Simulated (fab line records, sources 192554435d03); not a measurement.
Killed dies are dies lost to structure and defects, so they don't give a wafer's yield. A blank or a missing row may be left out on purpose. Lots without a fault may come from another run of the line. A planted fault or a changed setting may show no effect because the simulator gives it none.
Which tool did it? | flow n5_finfet | 17 lots, 51 wafers sampled, at 3 steps of a route of 1938

WHAT THE GAUGES READ, wafer by wafer
N5_BEOL_M3_CD_MEAS_18: pitch 36 nm, target cd 18 nm.
lot  | measured     | on        | cd_nm (nm)
L075 | day 8 03:27  | cd_sem-03 | 18.06 18.13 18.70
L077 | day 8 09:22  | cd_sem-02 | 17.50 17.78 17.73
L078 | day 8 11:47  | cd_sem-02 | 18.03 17.68 18.18
L079 | day 8 17:02  | cd_sem-03 | 18.31 18.30 18.50
L080 | day 8 18:40  | cd_sem-01 | 18.43 18.11 18.41
L082 | day 8 23:52  | cd_sem-03 | 17.65 18.22 17.82
L083 | day 9 09:46  | cd_sem-03 | 18.09 18.35 17.80
L085 | day 10 03:17 | cd_sem-03 | 18.27 18.08 18.25
L087 | day 11 02:34 | cd_sem-01 | 18.26 17.78 17.92
L088 | day 12 11:50 | cd_sem-03 | 17.92 17.83 17.72
L089 | day 12 12:05 | cd_sem-01 | 18.16 17.81 18.22
L090 | day 13 03:24 | cd_sem-01 | 17.82 18.31 18.06
L092 | day 13 03:26 | cd_sem-03 | 17.62 17.53 17.65
L093 | day 13 04:23 | cd_sem-02 | 18.12 18.61 17.86
L094 | day 13 09:07 | cd_sem-03 | 18.49 18.05 17.94
L095 | day 13 10:05 | cd_sem-01 | 18.10 18.13 17.97
L096 | day 14 00:06 | cd_sem-02 | 17.90 18.34 17.70

WHICH TOOL RAN EACH LOT (tool, then ch and the chambers of the sampled wafers, then the start)
lot  | N5_BEOL_M3_ETCH_63                 | N5_BEOL_M3_STRIP_19
L075 | rie_diel-04 ch 1,2, day 8 03:03    | rie_diel-04 ch 0,1, day 8 03:22
L077 | rie_diel-04 ch 2,3, day 8 08:59    | rie_diel-04 ch 0,2,3, day 8 09:17
L078 | rie_diel-01 ch 1,2, day 8 11:25    | rie_diel-02 ch 1,2,3, day 8 11:43
L079 | rie_diel-04 ch 0,2,3, day 8 16:38  | rie_diel-02 ch 0,1,2, day 8 16:58
L080 | rie_diel-02 ch 0,2, day 8 18:17    | rie_diel-02 ch 0,1,3, day 8 18:35
L082 | rie_diel-01 ch 0,1,3, day 8 23:29  | rie_diel-01 ch 1,2, day 8 23:48
L083 | rie_diel-02 ch 0,1, day 9 09:17    | rie_diel-04 ch 2,3, day 9 09:41
L085 | rie_diel-02 ch 0,1,3, day 10 02:55 | rie_diel-01 ch 0,1,3, day 10 03:13
L087 | rie_diel-04 ch 0,2, day 11 02:12   | rie_diel-02 ch 1,2, day 11 02:30
L088 | rie_diel-01 ch 0,1,2, day 12 11:21 | rie_diel-02 ch 0,1,2, day 12 11:46
L089 | rie_diel-01 ch 0,1,2, day 12 11:37 | rie_diel-02 ch 0,2,3, day 12 12:01
L090 | rie_diel-01 ch 0,2, day 13 02:59   | rie_diel-04 ch 1,2, day 13 03:20
L092 | rie_diel-02 ch 0,1,3, day 13 03:02 | rie_diel-04 ch 0,1, day 13 03:22
L093 | rie_diel-01 ch 2,3, day 13 04:01   | rie_diel-01 ch 0,2, day 13 04:19
L094 | rie_diel-04 ch 1,2,3, day 13 08:39 | rie_diel-01 ch 0,2, day 13 09:02
L095 | rie_diel-04 ch 0,2,3, day 13 09:40 | rie_diel-04 ch 0,2, day 13 10:01
L096 | rie_diel-01 ch 0,1, day 13 23:43   | rie_diel-01 ch 0,2,3, day 14 00:02
- N5_BEOL_M3_ETCH_63: etches SiARC in CF4, target depth 15.6 nm, time 26 s.
- N5_BEOL_M3_STRIP_19: strips in O2.

WHAT THE TOOLS THEMSELVES READ (means of the sampled wafers that have a number; where no wafer has one, the mark that the record gives instead)
N5_BEOL_M3_ETCH_63.
lot  | tool        | bias_w (W) | cf4_flow_sccm (sccm) | chamber_pressure_mTorr (mTorr) | drypump_motor_current_A (A) | etch_rf_on_time_s (s) | oes_product_au (a.u.) | rf_vpp_V (V) | showerhead_plenum_p_Torr (Torr) | throttle_valve_pct (%)
L075 | rie_diel-04 | 35.95      | 100.0                | 39.99                          | 5.7                         | 26.4                  | 0.60                  | 184.0        | 2.10                            | 15.72
L077 | rie_diel-04 | 36.07      | 99.8                 | 40.02                          | 5.5                         | 26.3                  | 0.63                  | 184.0        | 2.14                            | 15.63
L078 | rie_diel-01 | 36.00      | 100.1                | 40.04                          | 5.3                         | 25.7                  | 0.64                  | 184.5        | 2.16                            | 15.82
L079 | rie_diel-04 | 36.04      | 100.2                | 40.00                          | 5.7                         | 26.4                  | 0.62                  | 184.0        | 2.15                            | 15.71
L080 | rie_diel-02 | 36.00      | 99.8                 | 40.03                          | 4.9                         | 26.1                  | 0.67                  | 184.8        | 2.23                            | 15.88
L082 | rie_diel-01 | 36.02      | 100.0                | 40.02                          | 5.3                         | 26.3                  | 0.62                  | 185.0        | 2.22                            | 15.64
L083 | rie_diel-02 | 35.97      | 99.9                 | 40.00                          | 5.0                         | 26.6                  | 0.60                  | 183.7        | 2.21                            | 15.66
L085 | rie_diel-02 | 35.94      | 100.4                | 39.96                          | 5.2                         | 26.4                  | 0.63                  | 185.3        | 2.23                            | 15.53
L087 | rie_diel-04 | 36.01      | 100.0                | 40.04                          | 5.7                         | 26.6                  | 0.67                  | 183.2        | 2.14                            | 15.67
L088 | rie_diel-01 | 35.98      | 100.2                | 40.01                          | 5.4                         | 25.6                  | 0.70                  | 184.6        | 2.18                            | 15.60
L089 | rie_diel-01 | 36.11      | 100.2                | 40.03                          | 5.4                         | 25.8                  | 0.70                  | 184.2        | 2.18                            | 15.60
L090 | rie_diel-01 | 36.13      | 99.9                 | 40.06                          | 5.2                         | 25.6                  | 0.63                  | 184.8        | 2.19                            | 15.59
L092 | rie_diel-02 | 35.98      | 99.7                 | 39.99                          | 5.2                         | 26.4                  | 0.63                  | 185.1        | 2.22                            | 15.57
L093 | rie_diel-01 | 35.94      | 99.9                 | 39.99                          | 4.8                         | 25.7                  | 0.62                  | 184.6        | 2.16                            | 15.74
L094 | rie_diel-04 | 35.98      | 100.1                | 40.00                          | 5.7                         | 26.4                  | 0.67                  | 185.0        | 2.17                            | 15.56
L095 | rie_diel-04 | 36.02      | 100.1                | 40.01                          | 5.7                         | 26.6                  | 0.66                  | 184.5        | 2.14                            | 15.63
L096 | rie_diel-01 | 35.98      | 99.6                 | 39.99                          | 5.7                         | 25.7                  | 0.74                  | 184.6        | 2.20                            | 15.51

N5_BEOL_M3_STRIP_19.
lot  | tool        | chamber_pressure_mTorr (mTorr) | drypump_motor_current_A (A) | oes_product_au (a.u.) | rf_vpp_V (V) | showerhead_plenum_p_Torr (Torr) | throttle_valve_pct (%)
L075 | rie_diel-04 | 30.018                         | 6.1                         | 0.69                  | 3.4          | 2.10                            | 16.94
L077 | rie_diel-04 | 30.013                         | 5.7                         | 0.72                  | 3.7          | 2.11                            | 16.78
L078 | rie_diel-02 | 29.980                         | 5.1                         | 0.81                  | 3.7          | 2.20                            | 16.62
L079 | rie_diel-02 | 30.013                         | 5.0                         | 0.76                  | 3.7          | 2.19                            | 16.78
L080 | rie_diel-02 | 30.007                         | 5.2                         | 0.76                  | 3.4          | 2.19                            | 16.56
L082 | rie_diel-01 | 30.002                         | 5.5                         | 0.71                  | 3.4          | 2.14                            | 16.94
L083 | rie_diel-04 | 29.976                         | 5.5                         | 0.73                  | 3.7          | 2.08                            | 16.70
L085 | rie_diel-01 | 30.025                         | 5.3                         | 0.72                  | 3.6          | 2.17                            | 16.68
L087 | rie_diel-02 | 29.979                         | 4.9                         | 0.79                  | 3.8          | 2.20                            | 16.87
L088 | rie_diel-02 | 29.986                         | 5.0                         | 0.74                  | 3.3          | 2.18                            | 16.82
L089 | rie_diel-02 | 29.985                         | 5.1                         | 0.76                  | 3.6          | 2.18                            | 16.79
L090 | rie_diel-04 | 29.972                         | 5.7                         | 0.77                  | 3.4          | 2.12                            | 16.67
L092 | rie_diel-04 | 29.999                         | 6.1                         | 0.93                  | 3.7          | 2.21                            | 16.46
L093 | rie_diel-01 | 29.993                         | 5.2                         | 0.73                  | 3.6          | 2.13                            | 16.80
L094 | rie_diel-01 | 30.031                         | 5.1                         | 0.73                  | 4.1          | 2.13                            | 16.80
L095 | rie_diel-04 | 30.004                         | 5.9                         | 0.84                  | 3.5          | 2.11                            | 16.69
L096 | rie_diel-01 | 30.006                         | 5.0                         | 0.72                  | 3.3          | 2.14                            | 16.69

THE ANSWER, worked out from the rows above alone
Rule: what is usual is taken from the lots themselves. Put in order of their means at a reading, lots are off if they are a third of the lots or fewer, leave a main group of 4 or more, and stand apart from it by a gap of 3 or more times the standard deviation of the main group's means; of several such gaps the widest counts. A main group whose means are all the same, to the digits that the tables above print for the reading, isn't used. A lot without any number at a reading at which 4 lots or more have one is off too. The other lots that the step has rows for count as sound. The gauges are gone through in route order, then the tools' own readings, and for those a lot's mean is taken as printed above. The first step at which some lot is off is used, and at that step the reading that is off furthest; a lot without a number counts as furthest.
No lot is off at any reading shown: from this, nothing can be told.

WHAT THE SIMULATOR HAD PUT IN
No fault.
